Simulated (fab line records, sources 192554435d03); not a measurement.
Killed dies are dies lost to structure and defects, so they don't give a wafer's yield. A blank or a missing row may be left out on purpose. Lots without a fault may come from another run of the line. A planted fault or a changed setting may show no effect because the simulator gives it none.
One fault seen from 3 desks | flow n5_finfet | each desk has only its own numbers; what lay behind them comes last

THE TOOL OWNER'S DESK: litho_track-02
The tool's own readings at N5_MOL_CONTACT_COAG_COAT_02 (resist thk 30 nm): means of the sampled wafers that have a number, for each lot that ran on this tool. A lot is out of limits, marked OUT, if its mean lies more than 4 standard deviations from the usual mean; the brackets give that distance.
Columns: A = exhaust_pa at N5_MOL_CONTACT_COAG_COAT_02, usual 45.0 Pa; B = spin_speed_rpm at N5_MOL_CONTACT_COAG_COAT_02, usual 1500.0 rpm
lot  | first seen here | A    | B
L962 | day 4 18:21     | 45.2 | 1499.2
L965 | day 5 08:55     | 46.2 | 1499.7
L977 | day 8 09:15     | 45.8 | 1439.8 (-63) OUT
L978 | day 8 14:23     | 44.8 | 1439.9 (-63) OUT
This desk's finding: out of limits on L977, L978; first on L977, day 8 09:15 (spin_speed_rpm at N5_MOL_CONTACT_COAG_COAT_02). In limits: L962, L965.

THE METROLOGY DESK
What the gauges read, lot by lot, whatever tool the lot ran on: means of the sampled wafers that have a number. A lot is out of limits, marked OUT, if its mean lies more than 4 standard deviations from the usual mean; the brackets give that distance. Of its 10 readings 7 are shown: those that lie furthest out on some lot.
Columns: A = IOFF_N at N5_BEOL_M4_RC_MEAS_101, usual 0.18 nA/um; B = IOFF_P at N5_BEOL_M4_RC_MEAS_101, usual 0.23 nA/um; C = ION_N at N5_BEOL_M4_RC_MEAS_101, usual 680 uA/um; D = ION_P at N5_BEOL_M4_RC_MEAS_101, usual 466 uA/um; E = SS_N at N5_BEOL_M4_RC_MEAS_101, usual 71.7 mV/dec; F = VT_N at N5_BEOL_M4_RC_MEAS_101, usual 248 mV; G = VT_P at N5_BEOL_M4_RC_MEAS_101, usual -249 mV
lot  | first seen here | A    | B    | C   | D   | E    | F   | G
L964 | day 8 01:04     | 0.23 | 0.30 | 701 | 478 | 72.1 | 243 | -243
L962 | day 8 09:23     | 0.15 | 0.21 | 680 | 464 | 71.3 | 249 | -251
L965 | day 9 05:10     | 0.19 | 0.21 | 681 | 459 | 71.7 | 247 | -252
L966 | day 9 08:22     | 0.14 | 0.17 | 670 | 450 | 71.0 | 250 | -256
L977 | day 11 13:43    | 0.13 | 0.22 | 661 | 462 | 71.5 | 252 | -248
L978 | day 11 15:13    | 0.15 | 0.17 | 671 | 452 | 71.8 | 251 | -254
L979 | day 11 20:49    | 0.19 | 0.26 | 683 | 471 | 72.0 | 248 | -246
L981 | day 12 20:40    | 0.18 | 0.23 | 682 | 469 | 71.6 | 247 | -250
L980 | day 12 20:48    | 0.15 | 0.21 | 665 | 457 | 70.7 | 251 | -251
L985 | day 13 11:31    | 0.21 | 0.29 | 694 | 480 | 72.2 | 242 | -242
This desk's finding: nothing out of limits on any of the 10 lots.

THE DEFECT DESK
What the inspections along the route counted, lot by lot: means of the sampled wafers that have a number. A lot is out of limits, marked OUT, if its mean lies more than 4 standard deviations from the usual mean; the brackets give that distance.
Columns: A = raw_defect_count at N5_GATE_CUT_INSPECT_26, usual 38
lot  | first seen here | A
L962 | day 4 18:19     | 38
L964 | day 5 03:05     | 35
L965 | day 5 08:53     | 31
L966 | day 5 18:58     | 16
L977 | day 8 09:13     | 64
L978 | day 8 14:20     | 35
L979 | day 8 21:33     | 34
L980 | day 9 02:55     | 34
L981 | day 9 11:59     | 48
L985 | day 10 15:51    | 53
This desk's finding: nothing out of limits on any of the 10 lots.

PUT TOGETHER
The tool owner's desk could have raised an alarm at day 8 09:15, on L977, L978.
The metrology desk saw nothing out of limits.
The defect desk saw nothing out of limits.
The metrology desk has L977, L978 on record, within its limits.
The defect desk has L977, L978 on record, within its limits.
Of the lots named, all ran N5_MOL_CONTACT_COAG_COAT_02 on litho_track-02.

WHAT THE SIMULATOR HAD PUT IN
Process parameter drift: litho_track-02, from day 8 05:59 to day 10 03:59, at N5_MOL_CONTACT_COAG_COAT_02. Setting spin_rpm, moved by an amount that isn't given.
Lots struck among those shown: L977, L978.
Hours from the fault's start to each desk's first reading out of limits: the tool owner's desk, 3.
